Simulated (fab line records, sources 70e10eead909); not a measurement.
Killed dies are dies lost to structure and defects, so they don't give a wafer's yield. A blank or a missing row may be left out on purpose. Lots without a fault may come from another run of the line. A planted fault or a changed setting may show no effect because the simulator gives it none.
Which tool did it? | flow nand_harc | 6 lots, 17 wafers sampled, at 2 steps of a route of 1302

WHAT THE GAUGES READ, wafer by wafer
NHARC_A_BONDPAD_THK_MEAS_30: measures by ellipsometry.
lot  | measured     | on            | thk_nm (nm)
L113 | day 23 09:38 | film_metro-02 | 201.6 201.8 202.3
L116 | day 24 19:17 | film_metro-02 | 199.6 200.4 199.8
L120 | day 25 22:14 | film_metro-02 | 200.9 197.6 202.3
L122 | day 27 08:59 | film_metro-02 | 199.1 200.0 201.0
L127 | day 28 21:46 | film_metro-01 | 201.4 200.0
L135 | day 32 20:02 | film_metro-01 | 198.6 199.0 199.8

WHICH TOOL RAN EACH LOT (tool, then ch and the chambers of the sampled wafers, then the start)
lot  | NHARC_A_M1_PRE_CLEAN_32
L113 | pecvd-04 ch 1,2, day 23 08:20
L116 | pecvd-04 ch 0,1,2, day 24 18:00
L120 | pecvd-04 ch 0,1,2, day 25 20:56
L122 | pecvd-03 ch 0,2, day 27 07:43
L127 | pecvd-04 ch 2, day 28 20:31
L135 | pecvd-02 ch 0,1,2, day 32 18:45
- NHARC_A_M1_PRE_CLEAN_32: time 12 s.

THE ANSWER, worked out from the rows above alone
Rule: what is usual is taken from the lots themselves. Put in order of their means at a reading, lots are off if they are a third of the lots or fewer, leave a main group of 4 or more, and stand apart from it by a gap of 3 or more times the standard deviation of the main group's means; of several such gaps the widest counts. A main group whose means are all the same, to the digits that the tables above print for the reading, isn't used. A lot without any number at a reading at which 4 lots or more have one is off too. The other lots that the step has rows for count as sound.
No lot is off at any reading shown: from this, nothing can be told.

WHAT THE SIMULATOR HAD PUT IN
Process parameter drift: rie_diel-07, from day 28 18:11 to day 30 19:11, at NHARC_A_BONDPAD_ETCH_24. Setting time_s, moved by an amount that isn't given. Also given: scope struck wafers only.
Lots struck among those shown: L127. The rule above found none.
